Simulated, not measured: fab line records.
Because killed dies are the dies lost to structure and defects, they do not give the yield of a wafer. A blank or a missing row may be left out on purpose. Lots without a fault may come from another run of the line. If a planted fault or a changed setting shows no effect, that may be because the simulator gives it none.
Matching of chambers | flow nandHarc | NHARC_A_M0_STRIP_18 on rieDiel-11: 4 sister chambers
The step strips in N2/H2. 24 wafers are shown with their chamber, then 12 later ones without.

## EACH WAFER AND ITS CHAMBER
wafer  | chamber | showerheadPlenumPTorr (Torr) | drypumpMotorCurrentA (A) | oesProductAu (a.u.)
L077.3 | 1       | 1.97                         | 5.8                      | 1.007
L077.5 | 2       | 1.95                         | 4.7                      | 0.996
L077.6 | 1       | 1.97                         | 5.8                      | 1.006
L077.1 | 2       | 1.95                         | 4.7                      | 0.984
L077.2 | 3       | 2.15                         | 5.3                      | 0.999
L077.4 | 0       | 2.18                         | 5.6                      | 0.999
L076.3 | 0       | 2.18                         | 5.7                      | 1.003
L076.5 | 2       | 1.95                         | 4.7                      | 0.989
L076.6 | 3       | 2.15                         | 5.3                      | 1.014
L079.3 | 3       | 2.15                         | 5.3                      | 1.006
L079.4 | 1       | 1.97                         | 5.8                      | 1.005
L079.5 | 2       | 1.95                         | 4.7                      | 0.987
L079.1 | 2       | 1.95                         | 4.7                      | 0.988
L079.2 | 0       | 2.18                         | 5.7                      | 1.000
L079.6 | 1       | 1.97                         | 5.8                      | 1.016
L080.3 | 3       | 2.15                         | 5.3                      | 1.019
L080.5 | 1       | 1.97                         | 5.8                      | 1.008
L080.6 | 2       | 1.95                         | 4.7                      | 0.981
L082.4 | 0       | 2.17                         | 5.6                      | 0.993
L082.5 | 1       | 1.97                         | 5.8                      | 1.016
L082.6 | 2       | 1.95                         | 4.7                      | 1.000
L084.1 | 3       | 2.15                         | 5.3                      | 1.011
L084.2 | 1       | 1.97                         | 5.8                      | 1.015
L084.4 | 0       | 2.17                         | 5.6                      | 0.986

SIGNATURES, as means of the wafers listed above
reading               | chamber 0 | chamber 1 | chamber 2 | chamber 3 | scatter within a chamber
showerheadPlenumPTorr | 2.1760    | 1.9700    | 1.9500    | 2.1500    | 0.00245
drypumpMotorCurrentA  | 5.640     | 5.800     | 4.700     | 5.300     | 0.0245
oesProductAu          | 0.99620   | 1.01043   | 0.98929   | 1.00980   | 0.00644
Rule: distance of a wafer from a chamber = root of the sum over the readings of ((wafer's reading minus chamber's mean) / reading's scatter) squared. The wafer belongs to the nearest chamber; if the next one is less than 2 further off, it can't be placed. The scatter: the root of (the sum of the squares of (reading less its chamber's mean) over the shown wafers, divided by (wafers less chambers)).

## WAFERS WITH NO CHAMBER GIVEN
wafer  | showerheadPlenumPTorr (Torr) | drypumpMotorCurrentA (A) | oesProductAu (a.u.)
L083.1 | 1.97                         | 5.8                      | 1.012
L083.2 | 2.15                         | 5.3                      | 1.025
L083.3 | 1.95                         | 4.7                      | 0.989
L083.4 | 2.17                         | 5.6                      | 0.999
L083.5 | 2.15                         | 5.3                      | 1.015
L083.6 | 1.95                         | 4.7                      | 0.990
L086.1 | 2.17                         | 5.6                      | 0.983
L086.3 | 1.94                         | 4.7                      | 0.997
L086.6 | 2.15                         | 5.3                      | 1.011
L094.1 | 2.17                         | 5.6                      | 1.004
L094.2 | 1.97                         | 5.8                      | 1.029
L094.4 | 2.15                         | 5.3                      | 1.013

## WHICH CHAMBER EACH ONE RAN IN
wafer  | from the rows above | in truth
L083.1 | 1                   | 1
L083.2 | 3                   | 3
L083.3 | 2                   | 2
L083.4 | 0                   | 0
L083.5 | 3                   | 3
L083.6 | 2                   | 2
L086.1 | 0                   | 0
L086.3 | 2                   | 2
L086.6 | 3                   | 3
L094.1 | 0                   | 0
L094.2 | 1                   | 1
L094.4 | 3                   | 3
Correct placement for 12 of the 12. Can't be placed from these rows: 0. 0 placed wrongly.
